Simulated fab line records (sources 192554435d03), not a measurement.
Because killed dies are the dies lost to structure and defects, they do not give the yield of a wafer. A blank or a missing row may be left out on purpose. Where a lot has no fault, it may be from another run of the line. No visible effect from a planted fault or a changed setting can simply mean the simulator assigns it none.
fab line records -- flow n5_finfet
[record] lots = 7, wafers = 21, last_day = 18
route steps=1938 shown BEOL_M13@1676 BEOL_M15@1830 PASSIVATION@1936
lots that met no fault: from a run of the same line without faults
start_h: the number of hours between the record's first day and the start of the first shown wafer of the lot -- wait_h: time in hours since the lot's previous step -- " same as the row above -- L1.1+2: several wafers, shown together as one row -- - either no value or no given start -- * or withheld: withheld -- < > ~ a bound
route shown NAME@n: names a module that has steps shown in the file, with the first one's number in the route -- usual: the fault-free wafers' mean and standard deviation -- same: alike in all rows -- chamber/n: place in a boat -- sites: per-site readings -- _std_site: their standard deviation -- _edge_site: mean of outer sites minus mean of inner sites -- radius_mm: for every site, how far away it sits from the centre of the wafer -- mask NAME#n: copy n -- behind: the tool/chamber that last shaped the wafer -- hold: reason for holding the lot/hours on hold/outcome of the hold -- device: the n, p or np transistor that did not switch -- end of line: tests of these same wafers at the route's end -- for a step that has no rows: nothing shown but its recipe -- killed: the dies lost at the first sort to structure and to defects; this is not the yield of the wafer -- map: shows each die of a wafer: x if killed, . if not, _ if none is there
set.NAME: the run value of the setting; set.NAME@STEP: its run value at that earlier step -- model.NAME: the simulator's own value behind a step, which no gauge read
a sample of lots followed through the steps of the route, with each step as a table and each wafer as a row
services: a tool's chamber out of use, with start hour (start_h, from the record's first day; less than 0 if before it), hours out, and reason
[[steps]]
[step N5_BEOL_M13_STRIP_64]
[recipe] chemistry = N2/H2, power_w = 1000, temp_c = 250, h2_frac = 0.65, overash_fraction = 0.3, pressure_mtorr = withheld, n2_flow_sccm = 1750, h2_flow_sccm = 3250
[usual] drypump_motor_current_A = 5.6/0.32, heater_power_w = 351/23, oes_product_au = 0.715/0.0045, strip_time_to_endpoint_s = 31.29/0.083
lot.wafer,tool,chamber,start_h,wait_h,drypump_motor_current_A,heater_power_w,oes_product_au,rf_hours_counter_h,strip_time_to_endpoint_s
L279.2,plasma_asher-01,1,242.91,0.0,5.6,349,0.715,68,31.35
L279.3,plasma_asher-01,0,242.91,0.0,5.9,373,0.717,-,31.33
L279.4,plasma_asher-01,1,242.91,0.0,5.6,354,0.709,-,31.29
L280.1,plasma_asher-01,0,251.75,0.0,6.0,372,0.719,70,31.41
L280.2,plasma_asher-01,1,251.75,0.0,5.6,357,0.716,70,31.36
L280.4,plasma_asher-01,0,251.75,0.0,5.9,376,0.712,-,31.41
L285.3,plasma_asher-02,1,292.69,0.0,5.0,315,0.705,-,31.17
L285.4,plasma_asher-02,0,292.69,0.0,5.8,327,0.712,-,31.17
L285.5,plasma_asher-02,1,292.69,0.0,5.0,312,0.725,-,31.22
L297.1,plasma_asher-02,0,364.78,0.0,5.8,335,0.711,148,31.33
L297.5,plasma_asher-02,0,364.78,0.0,5.7,334,0.705,-,31.23
L297.6,plasma_asher-02,1,364.78,0.0,5.0,310,0.711,-,31.25
L298.2,plasma_asher-01,0,374.71,0.0,6.0,372,0.723,93,31.38
L298.3,plasma_asher-01,0,374.71,0.0,6.0,359,0.715,-,31.37
L298.4,plasma_asher-01,1,374.71,0.0,5.5,357,0.716,-,31.38
L299.2,plasma_asher-01,0,396.68,0.0,6.0,370,0.715,97,31.28
L299.4,plasma_asher-01,0,396.68,0.0,6.0,371,0.718,-,31.34
L299.6,plasma_asher-01,1,396.68,0.0,5.6,359,0.710,-,31.30
L300.3,plasma_asher-02,1,398.64,0.0,5.0,310,0.724,-,31.13
L300.5,plasma_asher-02,1,398.64,0.0,5.0,311,0.716,-,31.22
L300.6,plasma_asher-02,0,398.64,0.0,5.7,335,0.718,-,31.24
[step N5_BEOL_M13_CD_MEAS_17]
[recipe] target_cd_nm = 190, polarity = opening
[usual] cd_nm = 190.1/1.9
lot.wafer,tool,chamber,start_h,wait_h,cd_nm
L279.2,cd_sem-01,-,243.06,0.0,190.9
L279.3,cd_sem-01,-,243.06,0.0,191.5
L279.4,cd_sem-01,-,243.06,0.0,192.2
L280.1,cd_sem-03,-,251.90,0.0,190.2
L280.2,cd_sem-03,-,251.90,0.0,188.9
L280.4,cd_sem-03,-,251.90,0.0,193.6
L285.3,cd_sem-02,-,292.82,0.0,188.7
L285.4,cd_sem-02,-,292.82,0.0,189.7
L285.5,cd_sem-02,-,292.82,0.0,189.0
L297.1,cd_sem-01,-,364.92,0.0,191.2
L297.5,cd_sem-01,-,364.92,0.0,192.3
L297.6,cd_sem-01,-,364.92,0.0,194.5
L298.2,cd_sem-02,-,374.86,0.0,187.8
L298.3,cd_sem-02,-,374.86,0.0,187.8
L298.4,cd_sem-02,-,374.86,0.0,187.1
L299.2,cd_sem-03,-,396.83,0.0,190.7
L299.4,cd_sem-03,-,396.83,0.0,187.3
L299.6,cd_sem-03,-,396.83,0.0,190.0
L300.3,cd_sem-02,-,398.77,0.0,188.0
L300.5,cd_sem-02,-,398.77,0.0,189.6
L300.6,cd_sem-02,-,398.77,0.0,187.7
[step N5_BEOL_M13_ETCH_67]
[recipe] chemistry = CF4, target = SiARC, target_depth_a = 1430, time_s = 238.3, ion_energy_ev = 80, pressure_mtorr = 40, source_w = 545, bias_w = 36, Ar_flow_sccm = 100, cf4_flow_sccm = 100, ends = cleared
[usual] drypump_motor_current_A = 5.7/0.55, etch_rf_on_time_s = 240/6.3, oes_product_au = 0.68/0.076, rf_vpp_V = 184.3/1.1, showerhead_plenum_p_Torr = 2.16/0.067, throttle_valve_pct = 15.59/0.23
lot.wafer,tool,chamber,start_h,wait_h,drypump_motor_current_A,etch_rf_on_time_s,oes_product_au,rf_hours_counter_h,rf_vpp_V,showerhead_plenum_p_Torr,throttle_valve_pct
L279.2,rie_diel-03,1,243.51,0.0,5.3,232,0.64,188,184.9,2.13,15.50
L279.3,rie_diel-03,2,243.51,0.0,5.5,251,0.57,243,183.2,2.04,15.89
L279.4,rie_diel-03,3,243.51,0.0,6.2,248,0.60,221,186.8,2.21,15.75
L280.1,rie_diel-03,0,252.55,0.0,5.0,236,0.72,88,184.9,2.16,15.21
L280.2,rie_diel-03,3,252.55,0.0,6.2,245,0.60,224,184.8,2.21,15.72
L280.4,rie_diel-03,1,252.55,0.0,5.3,230,0.64,191,185.1,2.13,15.53
L285.3,rie_diel-04,1,293.27,0.0,6.5,243,0.65,134,184.2,2.15,15.65
L285.4,rie_diel-04,2,293.27,0.0,5.7,248,0.69,54,185.1,2.19,15.70
L285.5,rie_diel-04,0,293.27,0.0,5.7,232,0.77,-,184.8,2.19,15.81
L297.1,rie_diel-03,0,365.62,0.0,5.0,237,0.67,130,183.4,2.15,15.29
L297.5,rie_diel-03,0,365.62,0.0,5.0,239,0.67,-,183.4,2.15,15.28
L297.6,rie_diel-03,1,365.62,0.0,5.3,233,0.62,-,181.8,2.12,15.57
L298.2,rie_diel-03,2,375.31,0.0,5.5,241,0.74,33,186.6,2.28,15.44
L298.3,rie_diel-03,1,375.31,0.0,5.3,233,0.62,215,184.3,2.12,15.56
L298.4,rie_diel-03,3,375.31,0.0,6.2,237,0.82,14,183.7,2.20,15.33
L299.2,rie_diel-04,2,397.28,0.0,5.7,249,0.67,85,184.3,2.18,15.78
L299.4,rie_diel-04,0,397.28,0.0,5.7,231,0.73,-,184.5,2.18,15.87
L299.6,rie_diel-04,1,397.28,0.0,6.5,245,0.62,-,183.6,2.14,15.70
L300.3,rie_diel-04,2,399.22,0.0,5.7,252,0.67,86,183.4,2.18,15.77
L300.5,rie_diel-04,2,399.22,0.0,5.7,252,0.66,-,184.6,2.18,15.77
L300.6,rie_diel-04,0,399.22,0.0,5.7,235,0.73,-,186.1,2.18,15.88
[step N5_BEOL_M13_TRENCH_ETCH_34]
[recipe] chemistry = C4F8/O2/Ar, target = SiOC, target_depth_a = 4134.7, mask_material = SOC, pressure_mtorr = 30, source_w = 3000, bias_w = 700, Ar_flow_sccm = 400, C4F8_flow_sccm = 15, O2_flow_sccm = 8, he_inner_torr = 15, he_outer_torr = 30, time_s = 162.6, ion_energy_ev = 250
[usual] drypump_motor_current_A = 5.7/0.55, he_outer_torr = 29.99/0.056, oes_product_au = 0.80/0.09, rf_vpp_V = 666.1/2.9, showerhead_plenum_p_Torr = 3.45/0.1, throttle_valve_pct = 24.21/0.28
[same] time_s = 162.6
lot.wafer,tool,chamber,start_h,wait_h,drypump_motor_current_A,he_outer_torr,oes_product_au,rf_hours_counter_h,rf_vpp_V,showerhead_plenum_p_Torr,throttle_valve_pct
L279.2,rie_diel-03,1,243.88,0.0,5.3,30.04,0.74,188,664.5,3.43,24.17
L279.3,rie_diel-03,2,243.88,0.0,5.5,30.06,0.67,243,659.6,3.26,24.51
L279.4,rie_diel-03,3,243.88,0.0,6.2,30.06,0.71,222,669.6,3.54,24.25
L280.1,rie_diel-03,0,252.91,0.0,5.0,29.94,0.84,88,666.3,3.43,23.71
L280.2,rie_diel-03,3,252.91,0.0,6.3,29.97,0.71,224,668.8,3.53,24.24
L280.4,rie_diel-03,1,252.91,0.0,5.3,30.05,0.74,191,663.5,3.42,24.19
L285.3,rie_diel-04,1,293.64,0.0,6.5,29.99,0.77,134,666.8,3.45,24.39
L285.4,rie_diel-04,2,293.64,0.0,5.7,30.07,0.82,54,667.2,3.51,24.51
L285.5,rie_diel-04,0,293.64,0.0,5.8,30.00,0.91,-,666.5,3.48,24.46
L297.1,rie_diel-03,0,365.99,0.0,5.0,30.02,0.78,130,666.1,3.41,23.74
L297.5,rie_diel-03,0,365.99,0.0,5.1,29.95,0.78,-,664.7,3.41,23.74
L297.6,rie_diel-03,1,365.99,0.0,5.3,30.05,0.66,-,664.8,3.41,24.18
L298.2,rie_diel-03,2,375.68,0.0,5.5,30.02,0.89,33,671.3,3.63,24.14
L298.3,rie_diel-03,1,375.68,0.0,5.3,29.89,0.66,216,664.8,3.41,24.19
L298.4,rie_diel-03,3,375.68,0.0,6.2,30.08,0.97,14,666.9,3.51,23.98
L299.2,rie_diel-04,2,397.65,0.0,5.7,29.91,0.79,85,665.9,3.49,24.56
L299.4,rie_diel-04,0,397.65,0.0,5.7,29.88,0.84,-,666.6,3.46,24.49
L299.6,rie_diel-04,1,397.65,0.0,6.5,29.99,0.73,-,665.8,3.44,24.42
L300.3,rie_diel-04,2,399.59,0.0,5.7,29.88,0.79,86,666.2,3.49,24.55
L300.5,rie_diel-04,2,399.59,0.0,5.7,29.97,0.80,-,667.9,3.49,24.55
L300.6,rie_diel-04,0,399.59,0.0,5.7,30.01,0.85,-,667.9,3.46,24.51
[step N5_BEOL_M13_OCD_MEAS_35]
[usual] trench_depth_nm = 414/6.8
lot.wafer,tool,chamber,start_h,wait_h,trench_depth_nm
L279.2,ocd-02,-,244.05,0.0,411
L279.3,ocd-02,-,244.05,0.0,396
L279.4,ocd-02,-,244.05,0.0,403
L280.1,ocd-02,-,253.09,0.0,421
L280.2,ocd-02,-,253.09,0.0,407
L280.4,ocd-02,-,253.09,0.0,418
L285.3,ocd-01,-,293.82,0.0,417
L285.4,ocd-01,-,293.82,0.0,414
L285.5,ocd-01,-,293.82,0.0,425
L297.1,ocd-02,-,366.16,0.0,410
L297.5,ocd-02,-,366.16,0.0,410
L297.6,ocd-02,-,366.16,0.0,356
L298.2,ocd-02,-,375.85,0.0,418
L298.3,ocd-02,-,375.85,0.0,359
L298.4,ocd-02,-,375.85,0.0,421
L299.2,ocd-01,-,397.82,0.0,405
L299.4,ocd-01,-,397.82,0.0,414
L299.6,ocd-01,-,397.82,0.0,409
L300.3,ocd-02,-,399.77,0.0,410
L300.5,ocd-02,-,399.77,0.0,413
L300.6,ocd-02,-,399.77,0.0,420
[step N5_BEOL_M13_THK_MEAS_50]
[recipe] thk_meas_gauge = xrf, reads = Cu_of_BEOL_M13_ECD_47
[usual] M13_THK = 418/7.8
lot.wafer,tool,chamber,start_h,wait_h,M13_THK[nm]
L279.2,film_metro-02,-,247.24,-,417
L279.3,film_metro-02,-,247.24,-,401
L279.4,film_metro-02,-,247.24,-,408
L280.1,film_metro-01,-,256.33,-,424
L280.2,film_metro-01,-,256.33,-,407
L280.4,film_metro-01,-,256.33,-,418
L285.3,film_metro-02,-,298.20,-,422
L285.4,film_metro-02,-,298.20,-,415
L285.5,film_metro-02,-,298.20,-,425
L297.1,film_metro-02,-,368.32,-,409
L297.5,film_metro-02,-,368.32,-,411
L297.6,film_metro-02,-,368.32,-,360
L298.2,film_metro-01,-,377.39,-,423
L298.3,film_metro-01,-,377.39,-,363
L298.4,film_metro-01,-,377.39,-,425
L299.2,film_metro-01,-,401.47,-,410
L299.4,film_metro-01,-,401.47,-,420
L299.6,film_metro-01,-,401.47,-,414
L300.3,film_metro-02,-,402.05,-,417
L300.5,film_metro-02,-,402.05,-,421
L300.6,film_metro-02,-,402.05,-,430
[step N5_BEOL_M13_RS_MEAS_54]
[recipe] thk_meas_gauge = four-point-probe, reads = Cu_of_BEOL_M13_ECD_47+Ta_of_BEOL_M13_SPUTTER_44+TaN_of_BEOL_M13_SPUTTER_43
[usual] M13_RS = 0.0449/0.00075
lot.wafer,tool,chamber,start_h,wait_h,M13_RS[ohm/sq]
L279.2,film_metro-02,-,247.37,0.1,0.0449
L279.3,film_metro-02,-,247.37,0.1,0.0468
L279.4,film_metro-02,-,247.37,0.1,0.0460
L280.1,film_metro-02,-,256.49,0.1,0.0440
L280.2,film_metro-02,-,256.49,0.1,0.0458
L280.4,film_metro-02,-,256.49,0.1,0.0445
L285.3,film_metro-01,-,298.33,0.1,0.0444
L285.4,film_metro-01,-,298.33,0.1,0.0450
L285.5,film_metro-01,-,298.33,0.1,0.0437
L297.1,film_metro-02,-,368.45,0.0,0.0453
L297.5,film_metro-02,-,368.45,0.0,0.0452
L297.6,film_metro-02,-,368.45,0.0,0.0522
L298.2,film_metro-01,-,377.52,0.1,0.0444
L298.3,film_metro-01,-,377.52,0.1,0.0520
L298.4,film_metro-01,-,377.52,0.1,0.0440
L299.2,film_metro-01,-,401.62,0.1,0.0459
L299.4,film_metro-01,-,401.62,0.1,0.0448
L299.6,film_metro-01,-,401.62,0.1,0.0454
L300.3,film_metro-02,-,402.20,0.1,0.0454
L300.5,film_metro-02,-,402.20,0.1,0.0449
L300.6,film_metro-02,-,402.20,0.1,0.0441
[step N5_BEOL_M15_RC_MEAS_101]
[usual] etest_temp_c = 24.99/0.093, COMB_M10 = 1.4e-11/3e-12, COMB_M11 = 1.4e-11/3.1e-12, COMB_M12 = 6.1e-12/1.4e-12, COMB_M12_max_site = 8.9e-12/2.1e-12, COMB_M14 = 3.6e-12/8.3e-13, COMB_M15 = 2.3e-12/5.8e-13, COMB_M5 = 3.6e-11/7.6e-12, COMB_M6 = 2.5e-11/4.9e-12, COMB_M6_max_site = 3.5e-11/7.9e-12, COMB_M7 = 2.6e-11/5.6e-12, COMB_M8 = 2.5e-11/5.1e-12, COMB_M9 = 1.5e-11/3.1e-12, SERP_M10 = 3.07/0.097, SERP_M11 = 3.06/0.092, SERP_M12 = 0.643/0.015, SERP_M13 = 0.309/0.0064, SERP_M13_max_site = 0.313/0.0065, SERP_M14 = 0.160/0.0051, SERP_M5 = 39.4/1.6, SERP_M5_max_site = 41.1/1.8, SERP_M6 = 14.1/0.54, SERP_M7 = 13.8/0.56, SERP_M8 = 14.0/0.61, SERP_M9 = 3.09/0.093
lot.wafer,tool,chamber,start_h,wait_h,etest_temp_c,COMB_M10[S/m],COMB_M11[S/m],COMB_M12[S/m],COMB_M12_max_site[S/m],COMB_M14[S/m],COMB_M15[S/m],COMB_M5[S/m],COMB_M6[S/m],COMB_M6_max_site[S/m],COMB_M7[S/m],COMB_M8[S/m],COMB_M9[S/m],SERP_M10[ohm/um],SERP_M11[ohm/um],SERP_M12[ohm/um],SERP_M13[ohm/um],SERP_M13_max_site[ohm/um],SERP_M14[ohm/um],SERP_M5[ohm/um],SERP_M5_max_site[ohm/um],SERP_M6[ohm/um],SERP_M7[ohm/um],SERP_M8[ohm/um],SERP_M9[ohm/um]
L279.2,prober-01,0,258.18,0.2,25.07,1.9e-11,1.4e-11,5.2e-12,6.4e-12,3.7e-12,2.4e-12,3e-11,3e-11,5.5e-11,2.9e-11,2.4e-11,1.4e-11,3.15,3.08,0.627,0.309,0.316,0.159,36.6,40.5,14.8,14.3,14.3,3.00
L279.3,prober-01,0,258.18,0.2,24.90,1.7e-11,1.4e-11,4.4e-12,6.8e-12,4e-12,3.7e-12,3.8e-11,1.8e-11,2.2e-11,2e-11,2.8e-11,1.2e-11,2.93,3.07,0.622,0.329,0.330,0.169,39.5,40.2,14.8,14.1,13.1,3.01
L279.4,prober-01,0,258.18,0.2,25.14,1.7e-11,1.6e-11,4.3e-12,6.2e-12,3.2e-12,3e-12,3.8e-11,2.6e-11,3.7e-11,2.5e-11,2.5e-11,1.7e-11,3.25,3.21,0.639,0.316,0.322,0.157,41.6,42.9,14.5,15.1,14.2,3.06
L280.1,prober-02,0,268.07,0.0,25.08,1.7e-11,1.3e-11,7.2e-12,9.9e-12,3e-12,2e-12,2.4e-11,2.3e-11,2.8e-11,2.2e-11,1.9e-11,1.7e-11,3.04,3.01,0.628,0.305,0.308,0.155,42.6,44.1,14.1,12.8,14.0,3.29
L280.2,prober-02,0,268.07,0.0,24.94,1.4e-11,1e-11,1.06e-11,1.62e-11,2.9e-12,1.8e-12,3.2e-11,2.3e-11,3.6e-11,2.6e-11,2e-11,1.7e-11,3.25,2.97,0.629,0.316,0.318,0.157,35.4,37.9,13.9,13.7,13.4,3.11
L280.4,prober-02,0,268.07,0.0,24.93,1.2e-11,1.3e-11,4.9e-12,7.2e-12,4.5e-12,1.4e-12,2.4e-11,1.4e-11,2.1e-11,2.5e-11,1.8e-11,1.7e-11,3.01,3.19,0.637,0.318,0.319,0.158,41.7,44.0,13.3,14.4,13.2,3.27
L285.3,prober-01,0,308.75,0.3,24.91,1.1e-11,2e-11,4.8e-12,5.6e-12,3.3e-12,2.7e-12,5.8e-11,2.3e-11,3.2e-11,2.3e-11,1.8e-11,1.3e-11,3.09,3.12,0.640,0.304,0.306,0.159,38.2,39.5,14.4,13.8,13.5,3.04
L285.4,prober-01,0,308.75,0.3,25.12,1.3e-11,1.5e-11,9.5e-12,1.11e-11,2.4e-12,2.5e-12,3.4e-11,3.1e-11,4.9e-11,4.1e-11,2.4e-11,1.6e-11,3.08,3.03,0.655,0.300,0.305,0.172,41.9,44.2,15.4,14.8,14.5,3.20
L285.5,prober-01,0,308.75,0.3,25.07,1.3e-11,1.4e-11,5.8e-12,8.4e-12,4.1e-12,3.7e-12,4.8e-11,1.7e-11,2.4e-11,2.2e-11,2.1e-11,1.2e-11,3.07,3.06,0.639,0.299,0.302,0.161,40.2,41.8,14.4,13.3,14.2,3.19
L297.1,prober-01,0,381.94,0.2,24.93,1.1e-11,1.2e-11,6.2e-12,8.3e-12,5e-12,2.3e-12,3.4e-11,2.6e-11,3.5e-11,1.9e-11,2e-11,1.5e-11,2.93,3.01,0.653,0.318,0.321,0.159,40.8,43.6,14.2,15.0,14.1,3.02
L297.5,prober-01,0,381.94,0.2,24.94,1.1e-11,1.2e-11,6.8e-12,9.8e-12,3.6e-12,2.6e-12,3.8e-11,3.4e-11,4e-11,3.2e-11,2.3e-11,1.1e-11,3.16,3.22,0.676,0.312,0.315,0.159,40.1,42.3,14.0,13.7,13.7,3.05
L297.6,prober-01,0,381.94,0.2,24.87,1.8e-11,1.7e-11,6.1e-12,9.2e-12,3.3e-12,3e-12,3.2e-11,2.4e-11,3.6e-11,4e-11,1.9e-11,1e-11,3.07,3.10,0.638,0.363,0.368,0.162,38.4,40.2,13.8,13.7,13.1,2.89
L298.2,prober-02,0,394.14,0.2,24.90,1.2e-11,1.5e-11,5.5e-12,7.5e-12,3.2e-12,1.2e-12,3.2e-11,3.4e-11,4.7e-11,2.3e-11,3.1e-11,1.6e-11,3.22,2.96,0.612,0.303,0.309,0.172,38.8,40.3,14.2,14.2,14.8,3.25
L298.3,prober-02,0,394.14,0.2,24.92,1.6e-11,1.4e-11,5.5e-12,9.3e-12,2.6e-12,2.7e-12,5.1e-11,2.9e-11,4.6e-11,2.9e-11,2.9e-11,2.1e-11,3.07,3.04,0.642,0.363,0.366,0.162,38.1,40.4,13.1,13.9,13.8,3.02
L298.4,prober-02,0,394.14,0.2,25.03,1e-11,1.4e-11,6.8e-12,9.8e-12,3.2e-12,2.1e-12,3.1e-11,3.1e-11,4.2e-11,2.9e-11,3.1e-11,1.9e-11,2.96,3.07,0.645,0.302,0.305,0.157,40.6,41.5,14.0,14.7,13.9,3.22
L299.2,prober-01,0,418.65,0.2,24.89,8e-12,1.1e-11,5.1e-12,7.8e-12,4.1e-12,3e-12,3.1e-11,2.9e-11,4.9e-11,2.8e-11,2e-11,1.2e-11,3.03,2.91,0.615,0.316,0.317,0.157,39.0,41.7,14.1,13.1,13.4,3.22
L299.4,prober-01,0,418.65,0.2,24.90,1.8e-11,1.6e-11,3.6e-12,4.2e-12,5.6e-12,2.7e-12,3.5e-11,1.8e-11,3.3e-11,2.1e-11,1.7e-11,1.2e-11,3.30,3.00,0.607,0.310,0.311,0.159,39.1,42.9,14.4,13.3,14.0,3.03
L299.6,prober-01,0,418.65,0.2,24.99,1e-11,1.3e-11,5.9e-12,1.01e-11,4.5e-12,2.4e-12,2.3e-11,2e-11,2.6e-11,2.7e-11,1.9e-11,1.8e-11,3.04,3.07,0.621,0.317,0.321,0.154,40.7,41.6,14.6,14.3,13.5,2.92
L300.3,prober-01,0,419.73,0.9,24.93,1.3e-11,2.4e-11,6.5e-12,9.2e-12,2.9e-12,2.1e-12,3.6e-11,3.1e-11,4e-11,3.8e-11,3.2e-11,1.3e-11,3.17,3.07,0.645,0.309,0.313,0.155,41.0,43.4,13.7,13.8,13.0,3.00
L300.5,prober-01,0,419.73,0.9,25.19,1.4e-11,1.7e-11,7.3e-12,9.3e-12,4e-12,2.3e-12,2.8e-11,2.6e-11,3.5e-11,2.7e-11,3.8e-11,1.5e-11,3.11,3.00,0.633,0.305,0.308,0.155,38.9,40.1,13.7,12.7,15.3,2.96
L300.6,prober-01,0,419.73,0.9,24.92,1.4e-11,1.9e-11,5.2e-12,8.7e-12,3.1e-12,2.7e-12,3.6e-11,1.7e-11,2.5e-11,1.9e-11,2.7e-11,1.6e-11,2.98,3.08,0.667,0.301,0.305,0.159,38.4,39.8,13.2,13.9,14.5,3.04
// sites SERP_M13 radius_mm=0,75,75,75,75,140,140,140,140
L279.2 0.315 0.316 0.312 0.309 0.312 0.305 0.306 0.303 0.304
L280.1 0.304 0.305 0.306 0.305 0.306 0.301 0.308 0.305 0.303
L285.3 0.304 0.306 0.304 0.304 0.302 0.301 0.301 0.304 0.301
L297.1 0.317 0.321 0.318 0.318 0.317 0.320 0.320 0.321 0.318
L298.2 0.303 0.303 0.303 0.302 0.301 0.304 0.306 0.309 0.307
L299.2 0.311 0.316 0.316 0.317 0.315 0.312 0.316 0.313 0.316
L300.3 0.309 0.313 0.312 0.311 0.311 0.306 0.309 0.306 0.308
[step N5_PASSIVATION_PROBE_49]
[usual] defect_limited_yield = 90.9/1.5, killed_at_M0_to_M3 = 36/10, killed_at_M4_up = 13/5.5, killed_at_contacts = 12/5.6, killed_at_front_end = 42/12, killed_at_other = 4/3.2, killed_dies = 108/18, killed_open = 71/13, killed_short = 34/7.8, sort_bin_5_function = 5.4/1, sort_bin_6_memory = 3.4/0.68, sort_n_pass = 1072/18, sort_yield_pct = 90.9/1.5
[same] gross_dies = 1180, killed_at_back_side = 0, sort_bin_4_leakage[%] = 0, sort_bin_8_speed[%] = 0
lot.wafer,tool,chamber,start_h,wait_h,defect_limited_yield[%],killed_at_M0_to_M3,killed_at_M4_up,killed_at_contacts,killed_at_front_end,killed_at_other,killed_dies,killed_open,killed_short,sort_bin_5_function[%],sort_bin_6_memory[%],sort_n_pass,sort_yield_pct[%]
L280.1,prober-02,-,283.34,0.0,89.9,35,15,12,49,8,119,80,38,5.6,4.2,1061,89.9
L280.2,prober-02,-,283.39,0.1,90.9,42,21,3,39,2,107,81,23,5.4,3.1,1073,90.9
L280.4,prober-02,-,283.49,0.2,90.2,33,25,11,43,4,116,81,30,5.8,3.5,1064,90.2
L285.3,prober-01,-,320.25,0.1,93.1,22,17,5,35,2,81,52,28,3.9,2.7,1099,93.1
L285.4,prober-01,-,320.30,0.2,95.3,27,5,2,19,2,55,30,23,2.7,1.7,1125,95.3
L285.5,prober-01,-,320.35,0.2,91.9,25,8,10,53,0,96,53,38,5.0,2.6,1084,91.9
L297.1,prober-02,-,398.95,0.0,90.3,37,19,12,47,0,115,73,41,5.9,3.6,1065,90.3
L297.5,prober-02,-,399.15,0.2,89.9,40,8,10,59,2,119,73,46,6.1,3.5,1061,89.9
L297.6,prober-02,-,399.20,0.3,89.6,41,9,20,47,6,123,83,39,6.0,4.1,1057,89.6
// killed by level:class
L280.1 MOL_CONTACT_COAG:geometric_particle:open=12 FIN_SAQP:geometric_particle:open=10 STI_FIN_REVEAL:geometric_particle:open=9 BEOL_M0_SAQP:geometric_particle:short=6 BEOL_M2:geometric_particle:open=6 BEOL_M3:geometric_particle:open=6 FIN_SAQP:geometric_particle:short=5 BEOL_M7:geometric_particle:open=5
L280.2 BEOL_M1:geometric_particle:open=16 STI_FIN_REVEAL:geometric_particle:open=15 BEOL_M4:geometric_particle:open=11 FIN_SAQP:geometric_particle:open=8 BEOL_M0_SAQP:geometric_particle:open=7 BEOL_M2:geometric_particle:open=7 FIN_SAQP:geometric_particle:short=4 BEOL_M0_SAQP:geometric_particle:short=4
L280.4 BEOL_M2:geometric_particle:open=13 FIN_SAQP:geometric_particle:open=10 BEOL_M4:geometric_particle:open=10 STI_FIN_REVEAL:geometric_particle:open=8 MOL_CONTACT_COAG:geometric_particle:open=8 BEOL_M0_SAQP:geometric_particle:short=8 FIN_SAQP:geometric_particle:short=5 BEOL_M1:geometric_particle:open=5
L285.3 FIN_SAQP:geometric_particle:open=10 BEOL_M0_SAQP:geometric_particle:short=8 BEOL_M4:geometric_particle:open=6 FIN_SAQP:geometric_particle:short=4 DUMMY_GATE:geometric_particle:open=4 BEOL_M5:geometric_particle:open=4 ILD0:geometric_particle:short=3 MOL_CONTACT_COAG:geometric_particle:open=3
L285.4 BEOL_M0_SAQP:geometric_particle:short=8 BEOL_M0_SAQP:geometric_particle:open=5 DUMMY_GATE:geometric_particle:open=4 FIN_SAQP:geometric_particle:open=3 BEOL_M1:geometric_particle:open=3 BEOL_M3:geometric_particle:open=3 FIN_CUT:geometric_particle:short=2 MOL_CONTACT_COAG:geometric_particle:open=2
L285.5 FIN_SAQP:geometric_particle:open=17 FIN_SAQP:geometric_particle:short=12 BEOL_M2:geometric_particle:open=9 MOL_CONTACT_COAG:geometric_particle:open=5 MOL_CONTACT_COAG:geometric_particle:short=5 GATE_CUT:geometric_particle:short=4 BEOL_M0_SAQP:geometric_particle:short=4 BEOL_M3:geometric_particle:open=4
L297.1 STI_FIN_REVEAL:geometric_particle:open=14 BEOL_M0_SAQP:geometric_particle:short=13 MOL_CONTACT_COAG:geometric_particle:open=11 BEOL_M4:geometric_particle:open=9 FIN_SAQP:geometric_particle:open=7 BEOL_M0_SAQP:geometric_particle:open=7 FIN_SAQP:geometric_particle:short=6 GATE_CUT:geometric_particle:short=5
L297.5 FIN_SAQP:geometric_particle:short=17 FIN_SAQP:geometric_particle:open=13 BEOL_M0_SAQP:geometric_particle:short=11 BEOL_M0_SAQP:geometric_particle:open=10 MOL_CONTACT_COAG:geometric_particle:open=8 STI_FIN_REVEAL:geometric_particle:open=7 BEOL_M2:geometric_particle:open=7 BEOL_M1:geometric_particle:open=5
L297.6 MOL_CONTACT_COAG:geometric_particle:open=15 BEOL_M0_SAQP:geometric_particle:short=13 BEOL_M0_SAQP:geometric_particle:open=11 STI_FIN_REVEAL:geometric_particle:open=10 BEOL_M2:geometric_particle:open=10 FIN_SAQP:geometric_particle:open=9 FIN_SAQP:geometric_particle:short=6 BEOL_M3:geometric_particle:open=6
[[services]]
tool,chamber,start_h,hours,kind
rie_diel-04,1,221.30,13.8,repair
rie_diel-03,2,265.86,-,clean
rie_diel-03,2,265.86,-,consumable_replace:focus_ring
rie_diel-03,2,265.86,-,consumable_replace:showerhead
rie_diel-03,2,265.86,14.9,scheduled_down
rie_diel-03,2,265.86,14.9,vent_cycle
rie_diel-04,2,273.35,7.5,repair
rie_diel-03,3,316.84,-,clean
rie_diel-03,3,316.84,-,consumable_replace:focus_ring
rie_diel-03,3,316.84,13.1,scheduled_down
rie_diel-03,3,316.84,13.1,vent_cycle
rie_diel-04,1,328.93,6.7,repair
plasma_asher-01,-,344.97,2.8,pm
rie_diel-04,3,384.99,-,clean
rie_diel-04,3,384.99,-,consumable_replace:focus_ring
rie_diel-04,3,384.99,-,consumable_replace:showerhead
rie_diel-04,3,384.99,17.4,scheduled_down
rie_diel-04,3,384.99,17.4,vent_cycle
[[key]]
[first_sign] step = N5_BEOL_M13_OCD_MEAS_35, reading = trench_depth_nm, direction = down, sigmas = 8.3, usual = 414, struck = 358
[effect] step = N5_BEOL_M13_THK_MEAS_50, reading = M13_THK, direction = down, sigmas = 7.3, usual = 418, struck = 361
[effect] step = N5_BEOL_M13_RS_MEAS_54, reading = M13_RS, direction = up, sigmas = 9.6, usual = 0.0449, struck = 0.0521
[effect] step = N5_BEOL_M15_RC_MEAS_101, reading = SERP_M13, direction = up, sigmas = 8.4, usual = 0.309, struck = 0.363
met_at N5_BEOL_M13_TRENCH_ETCH_34
struck_lots L297,L298
struck_wafers L297.6,L298.3
not_acting_at N5_BEOL_M13_STRIP_64,N5_BEOL_M13_CD_MEAS_17,N5_BEOL_M13_ETCH_67
onset_between 252.91 365.99
[fault] kind = process_parameter_drift, tool = rie_diel-03, chamber = 1, onset_h = 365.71, steps = N5_BEOL_M13_TRENCH_ETCH_34, channel = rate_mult, offset = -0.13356, shape = step, end_h = 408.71
